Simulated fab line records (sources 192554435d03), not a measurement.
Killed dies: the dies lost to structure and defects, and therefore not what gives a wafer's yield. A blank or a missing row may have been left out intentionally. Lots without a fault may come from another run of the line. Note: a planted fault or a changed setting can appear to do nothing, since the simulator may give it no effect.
What tool caused it? ; flow n5Finfet ; 72 wafers from 24 lots sampled at 6 of the route's 1938 steps

## WHAT THE GAUGES READ, wafer by wafer
The record lacks any reading of a measuring or inspecting step that a usual standard deviation could be used to judge.

## WHAT TOOL EACH LOT RAN ON (gives the tool, then ch and the chambers of the sampled wafers, and finally the start)
lot;N5_BEOL_M4_ETCH_41;N5_BEOL_M4_PRE_CLEAN_45;N5_BEOL_M4_ANNEAL_80;N5_BEOL_M4_PRE_CLEAN_60;N5_BEOL_M4_DEP_57;N5_BEOL_M5_PECVD_70
L076;rieDiel-03 ch 1,2,3, day 8 15:56 or earlier;pvdSputter-02, day 8 15:56;pvdSputter-02, day 8 17:04;cvdCo-02 ch 0,1,2, day 8 19:22;pecvd-03 ch 0,1,2, day 8 19:31;pecvd-01 ch 1, day 8 21:43
L077;rieDiel-05 ch 0,1,2, day 8 19:23 or earlier;pvdSputter-03, day 8 19:23;pvdSputter-03, day 8 20:19;cvdCo-02 ch 0,1,2, day 8 22:40;pecvd-03 ch 0,1,2, day 8 22:49;pecvd-04 ch 0,1,2, day 9 00:31
L075;rieDiel-03 ch 0,2,3, day 8 22:01 or earlier;pvdSputter-02, day 8 22:01;pvdSputter-03, day 8 22:58;cvdCo-02 ch 0,1,2, day 9 01:14;pecvd-03 ch 1,2, day 9 01:25;pecvd-04 ch 0,1, day 9 03:17
L078;rieDiel-05 ch 0,1, day 9 06:16 or earlier;pvdSputter-03, day 9 06:16;pvdSputter-03, day 9 07:22;cvdCo-01 ch 0,1,2, day 9 09:39;pecvd-01 ch 0,1, day 9 09:49;pecvd-02 ch 0,1,2, day 9 11:30
L080;rieDiel-03 ch 0,1, day 9 15:34 or earlier;pvdSputter-01, day 9 15:34;pvdSputter-02, day 9 16:43;cvdCo-01 ch 1,2, day 9 18:59;pecvd-02 ch 1,2, day 9 19:09;pecvd-04 ch 0,2, day 9 20:50
L074;rieDiel-05 ch 0,1,2, day 9 15:50 or earlier;pvdSputter-01, day 9 15:50;pvdSputter-01, day 9 18:14;cvdCo-02 ch 1,2, day 9 20:46;pecvd-02 ch 0,1, day 9 20:55;pecvd-01 ch 0,1,2, day 9 22:37
L081;rieDiel-01 ch 1,2,3, day 9 20:36 or earlier;pvdSputter-01, day 9 20:36;pvdSputter-01, day 9 21:25;cvdCo-01 ch 1,2, day 9 23:42;pecvd-03 ch 0, day 9 23:52;pecvd-04 ch 1,2, day 10 01:35
L079;rieDiel-05 ch 1,2, day 9 20:41 or earlier;pvdSputter-01, day 9 20:41;pvdSputter-02, day 9 21:34;cvdCo-01 ch 0,1,2, day 9 23:51;pecvd-02 ch 1,2, day 10 00:01;pecvd-01 ch 1,2, day 10 01:43
L082;rieDiel-03 ch 0,1,2, day 10 00:04 or earlier;pvdSputter-03, day 10 00:04;pvdSputter-03, day 10 01:03;cvdCo-02 ch 1,2, day 10 03:32;pecvd-02 ch 0,1,2, day 10 03:42;pecvd-01 ch 1,2, day 10 05:53
L083;rieDiel-03 ch 0,1, day 10 15:50 or earlier;pvdSputter-01, day 10 15:50;pvdSputter-01, day 10 16:43;cvdCo-01 ch 0,1,2, day 10 19:00;pecvd-01 ch 0,1, day 10 19:10;pecvd-02 ch 0,2, day 10 20:52
L084;rieDiel-05 ch 0,2,3, day 10 15:51 or earlier;pvdSputter-03, day 10 15:51;pvdSputter-02, day 10 17:08;cvdCo-02 ch 1,2, day 10 19:26;pecvd-02 ch 0,2, day 10 19:35;pecvd-04 ch 1,2, day 10 21:17
L085;rieDiel-03 ch 0,1, day 10 20:13 or earlier;pvdSputter-03, day 10 20:13;pvdSputter-02, day 10 22:13;cvdCo-01 ch 1,2, day 11 00:32;pecvd-02 ch 0,2, day 11 00:42;pecvd-01 ch 0,1,2, day 11 02:26
L086;rieDiel-01 ch 0,3, day 11 15:00 or earlier;pvdSputter-03, day 11 15:00;pvdSputter-03, day 11 16:08;cvdCo-02 ch 0,1, day 11 18:46;pecvd-02 ch 2, day 11 18:56;pecvd-01 ch 1,2, day 11 20:39
L088;rieDiel-01 ch 0,1,3, day 12 07:02 or earlier;pvdSputter-01, day 12 07:02;pvdSputter-03, day 12 08:02;cvdCo-01 ch 1,2, day 12 10:23;pecvd-01 ch 0,2, day 12 10:32;pecvd-01 ch 0,2, day 12 12:14
L090;rieDiel-05 ch 2,3, day 12 13:45 or earlier;pvdSputter-03, day 12 13:45;pvdSputter-01, day 12 14:52;cvdCo-01 ch 0,1,2, day 12 17:10;pecvd-03 ch 0,1, day 12 17:19;pecvd-01 ch 0,2, day 12 19:00
L089;rieDiel-03 ch 1,2,3, day 12 13:47 or earlier;pvdSputter-01, day 12 13:47;pvdSputter-02, day 12 14:55;cvdCo-01 ch 1,2, day 12 17:26;pecvd-02 ch 0,1, day 12 17:37;pecvd-01 ch 0,2, day 12 19:21
L087;rieDiel-03 ch 0,1,3, day 12 13:57 or earlier;pvdSputter-02, day 12 13:57;pvdSputter-01, day 12 16:43;cvdCo-01 ch 0,2, day 12 19:19;pecvd-02 ch 0,1, day 12 19:29;pecvd-04 ch 0,1,2, day 12 21:13
L091;rieDiel-01 ch 0,3, day 12 18:17 or earlier;pvdSputter-01, day 12 18:17;pvdSputter-02, day 12 19:07;cvdCo-02 ch 0,1,2, day 12 21:24;pecvd-02 ch 0,1, day 12 21:35;pecvd-04 ch 0,1,2, day 12 23:19
L092;rieDiel-03 ch 1,2, day 12 18:29 or earlier;pvdSputter-03, day 12 18:29;pvdSputter-03, day 12 19:17;cvdCo-01 ch 0,1, day 12 22:07;pecvd-01 ch 0,2, day 12 22:16;pecvd-04 ch 0,1,2, day 13 00:13
L093;rieDiel-03 ch 0,1,2, day 13 15:37 or earlier;pvdSputter-03, day 13 15:37;pvdSputter-01, day 13 16:30;cvdCo-01 ch 0,1,2, day 13 18:47;pecvd-03 ch 0,1, day 13 18:58;pecvd-02 ch 0,1, day 13 20:40
L094;rieDiel-05 ch 0,1,2, day 13 22:19 or earlier;pvdSputter-02, day 13 22:19;pvdSputter-01, day 13 23:16;cvdCo-02 ch 0,2, day 14 01:33;pecvd-01 ch 0,1,2, day 14 01:42;pecvd-01 ch 0,1, day 14 03:23
L095;rieDiel-03 ch 1,2,3, day 14 01:59 or earlier;pvdSputter-03, day 14 01:59;pvdSputter-03, day 14 02:58;cvdCo-01 ch 0,1, day 14 05:32;pecvd-02 ch 0,1, day 14 05:43;pecvd-01 ch 0,2, day 14 07:54
L096;rieDiel-05 ch 0,1,3, day 14 05:36 or earlier;pvdSputter-01, day 14 05:36;pvdSputter-03, day 14 08:08;cvdCo-01 ch 0,2, day 14 10:26;pecvd-01 ch 0,1, day 14 10:35;pecvd-01 ch 0,1,2, day 14 12:17
L097;rieDiel-05 ch 2,3, day 14 10:10 or earlier;pvdSputter-02, day 14 10:10;pvdSputter-03, day 14 11:04;cvdCo-02 ch 0,1,2, day 14 13:21;pecvd-02 ch 0,1,2, day 14 13:30;pecvd-02 ch 1,2, day 14 15:12
- N5_BEOL_M4_ETCH_41: etches SiCN in CH3F/O2, target depth 29.9 nm, time 52.5 s.
- N5_BEOL_M4_PRE_CLEAN_45: time 30 s.
- N5_BEOL_M4_ANNEAL_80: time 240 s.
- N5_BEOL_M4_PRE_CLEAN_60: time 15 s.
- N5_BEOL_M4_DEP_57: deposits SiCN from 3MS/NH3, target thk 8 nm, time 14 s.
- N5_BEOL_M5_PECVD_70: deposits SiO2 from TEOS/O2, target thk 16 nm, time 18 s.

## AS READ BY THE TOOLS THEMSELVES (means over the sampled wafers that have a number; for cases with no such wafer, the mark the record gives instead)
N5_BEOL_M4_ETCH_41. Usual: O2_flow_sccm 20.01 sccm, standard deviation 0.054; drypumpMotorCurrentA 5.6 A, standard deviation 0.49; oesProductAu 0.78 a.u., standard deviation 0.061; rfVppV 297.8 V, standard deviation 1.7; showerheadPlenumPTorr 2.03 Torr, standard deviation 0.07; throttleValvePct 16.42 %, standard deviation 0.16.
lot;tool;O2_flow_sccm (sccm);drypumpMotorCurrentA (A);oesProductAu (a.u.);rfVppV (V);showerheadPlenumPTorr (Torr);throttleValvePct (%);flag
L076;rieDiel-03;19.99;5.6;0.75;297.7;1.98;16.58;
L077;rieDiel-05;20.04;5.8;0.84;296.4;2.01;16.36;
L075;rieDiel-03;20.02;5.8;0.73;296.9;2.00;16.58;
L078;rieDiel-05;20.00;5.8;0.84;295.9;1.94;16.32;
L080;rieDiel-03;19.92;5.5;0.75;299.4;2.05;16.31;
L074;rieDiel-05;20.03;5.8;0.84;296.9;2.00;16.36;
L081;rieDiel-01;19.94;5.2;0.76;298.9;2.06;16.44;
L079;rieDiel-05;20.01;5.7;0.84;297.7;2.00;16.27;
L082;rieDiel-03;20.01;5.4;0.76;297.6;2.03;16.44;
L083;rieDiel-03;19.98;5.4;0.76;297.8;2.02;16.33;
L084;rieDiel-05;20.00;5.5;0.82;298.3;2.06;16.44;
L085;rieDiel-03;20.01;5.4;0.76;298.3;2.02;16.33;
L086;rieDiel-01;20.00;6.0;0.76;297.3;2.03;16.25;
L088;rieDiel-01;20.02;5.7;0.77;298.2;2.04;16.30;
L090;rieDiel-05;20.00;5.3;0.82;299.8;2.12;16.42;
L089;rieDiel-03;19.98;5.6;0.81;297.6;2.06;16.50;
L087;rieDiel-03;20.02;5.8;0.81;298.3;2.07;16.36;
L091;rieDiel-01;19.98;5.7;0.72;297.5;2.05;16.35;
L092;rieDiel-03;19.97;5.3;0.74;297.2;2.01;16.61;
L093;rieDiel-03;19.99;5.4;0.73;297.9;2.02;16.50;
L094;rieDiel-05;19.99;5.8;0.80;296.7;1.99;16.44;
L095;rieDiel-03;20.01;5.6;0.79;298.2;2.05;16.51;
L096;rieDiel-05;20.00;5.5;0.78;297.2;1.98;16.45;
L097;rieDiel-05;19.96;5.3;0.80;299.8;2.11;16.45;

N5_BEOL_M4_PRE_CLEAN_45. Usual: heaterPowerW at 317 W, with a standard deviation of 26.
lot;tool;heaterPowerW (W);flag
L076;pvdSputter-02;339;
L077;pvdSputter-03;301;
L075;pvdSputter-02;320;
L078;pvdSputter-03;299;
L080;pvdSputter-01;316;
L074;pvdSputter-01;320;
L081;pvdSputter-01;325;
L079;pvdSputter-01;321;
L082;pvdSputter-03;311;
L083;pvdSputter-01;326;
L084;pvdSputter-03;301;
L085;pvdSputter-03;295;
L086;pvdSputter-03;303;
L088;pvdSputter-01;318;
L090;pvdSputter-03;305;
L089;pvdSputter-01;316;
L087;pvdSputter-02;347;
L091;pvdSputter-01;324;
L092;pvdSputter-03;292;
L093;pvdSputter-03;310;
L094;pvdSputter-02;351;
L095;pvdSputter-03;299;
L096;pvdSputter-01;329;
L097;pvdSputter-02;323;

N5_BEOL_M4_ANNEAL_80. Usual: heaterPowerW at 795 W, with a standard deviation of 72.
lot;tool;heaterPowerW (W);flag
L076;pvdSputter-02;790;
L077;pvdSputter-03;733;
L075;pvdSputter-03;702;
L078;pvdSputter-03;767;
L080;pvdSputter-02;884;
L074;pvdSputter-01;808;
L081;pvdSputter-01;806;
L079;pvdSputter-02;939;
L082;pvdSputter-03;751;
L083;pvdSputter-01;807;
L084;pvdSputter-02;862;
L085;pvdSputter-02;869;
L086;pvdSputter-03;769;
L088;pvdSputter-03;727;
L090;pvdSputter-01;810;
L089;pvdSputter-02;797;
L087;pvdSputter-01;805;
L091;pvdSputter-02;862;
L092;pvdSputter-03;738;
L093;pvdSputter-01;794;
L094;pvdSputter-01;779;
L095;pvdSputter-03;753;
L096;pvdSputter-03;778;
L097;pvdSputter-03;753;

N5_BEOL_M4_PRE_CLEAN_60. Usual: heaterPowerW at 95 W, with a standard deviation of 17.
lot;tool;heaterPowerW (W);flag
L076;cvdCo-02;88;
L077;cvdCo-02;89;
L075;cvdCo-02;87;
L078;cvdCo-01;100;
L080;cvdCo-01;109;
L074;cvdCo-02;77;
L081;cvdCo-01;107;
L079;cvdCo-01;99;
L082;cvdCo-02;93;
L083;cvdCo-01;100;
L084;cvdCo-02;75;
L085;cvdCo-01;108;
L086;cvdCo-02;100;
L088;cvdCo-01;100;
L090;cvdCo-01;101;
L089;cvdCo-01;106;
L087;cvdCo-01;94;
L091;cvdCo-02;88;
L092;cvdCo-01;100;
L093;cvdCo-01;101;
L094;cvdCo-02;85;
L095;cvdCo-01;100;
L096;cvdCo-01;93;
L097;cvdCo-02;89;

N5_BEOL_M4_DEP_57. Usual: showerheadPlenumPTorr 3.666 Torr, standard deviation 0.0088; throttleValvePct 8.9 %, standard deviation 0.32.
lot;tool;showerheadPlenumPTorr (Torr);throttleValvePct (%);flag
L076;pecvd-03;3.666;8.9;
L077;pecvd-03;3.664;8.9;
L075;pecvd-03;3.674;9.0;
L078;pecvd-01;3.662;9.2;
L080;pecvd-02;3.663;8.7;
L074;pecvd-02;3.665;8.8;
L081;pecvd-03;3.665;8.4;
L079;pecvd-02;3.665;8.7;
L082;pecvd-02;3.667;8.6;
L083;pecvd-01;3.657;9.5;
L084;pecvd-02;3.669;8.6;
L085;pecvd-02;3.668;8.7;
L086;pecvd-02;3.665;8.6;
L088;pecvd-01;3.677;8.9;
L090;pecvd-03;3.662;8.7;
L089;pecvd-02;3.674;8.9;
L087;pecvd-02;3.669;9.1;
L091;pecvd-02;3.666;9.0;
L092;pecvd-01;3.662;9.2;
L093;pecvd-03;3.660;8.8;
L094;pecvd-01;3.666;9.3;
L095;pecvd-02;3.664;8.8;
L096;pecvd-01;3.672;9.3;
L097;pecvd-02;3.667;8.7;

N5_BEOL_M5_PECVD_70. Usual: heaterPowerW 727 W, standard deviation 91; showerheadPlenumPTorr 8.79 Torr, standard deviation 0.064; throttleValvePct 22.9 %, standard deviation 1.2.
lot;tool;heaterPowerW (W);showerheadPlenumPTorr (Torr);throttleValvePct (%);flag
L076;pecvd-01;760;8.71;23.3;
L077;pecvd-04;721;8.82;23.8;
L075;pecvd-04;602;8.87;24.9;
L078;pecvd-02;664;8.79;21.7;
L080;pecvd-04;678;8.78;22.6;
L074;pecvd-01;747;8.78;22.9;
L081;pecvd-04;747;8.82;24.0;
L079;pecvd-01;756;8.74;22.4;
L082;pecvd-01;765;8.74;22.3;
L083;pecvd-02;737;8.79;21.4;
L084;pecvd-04;668;8.87;25.0;
L085;pecvd-01;699;8.77;22.9;
L086;pecvd-01;760;8.73;22.9;
L088;pecvd-01;773;8.78;22.3;
L090;pecvd-01;718;8.79;22.5;
L089;pecvd-01;717;8.79;22.4;
L087;pecvd-04;716;8.84;24.1;
L091;pecvd-04;680;8.83;23.8;
L092;pecvd-04;697;8.82;24.0;
L093;pecvd-02;720;8.78;22.3;
L094;pecvd-01;806;8.75;23.0;
L095;pecvd-01;738;8.79;22.4;
L096;pecvd-01;775;8.77;22.9;
L097;pecvd-02;610;8.79;21.7;

## THE ANSWER, worked out from the rows above alone
Rule: a lot is off if the mean of its wafers that have a number lies more than 3 standard deviations from the usual mean. Also off: a lot with no number at a reading for which 4 or more lots have one. The other lots that the step has rows for count as sound. First the gauges in route order, then the tools' own readings, where a lot's mean is used as printed above. The first step at which some lot is off is used, and at that step the reading that is off furthest; a lot without a number counts as furthest.
No lot is off at any reading shown: from this, nothing can be told.

## WHAT THE SIMULATOR HAD PUT IN
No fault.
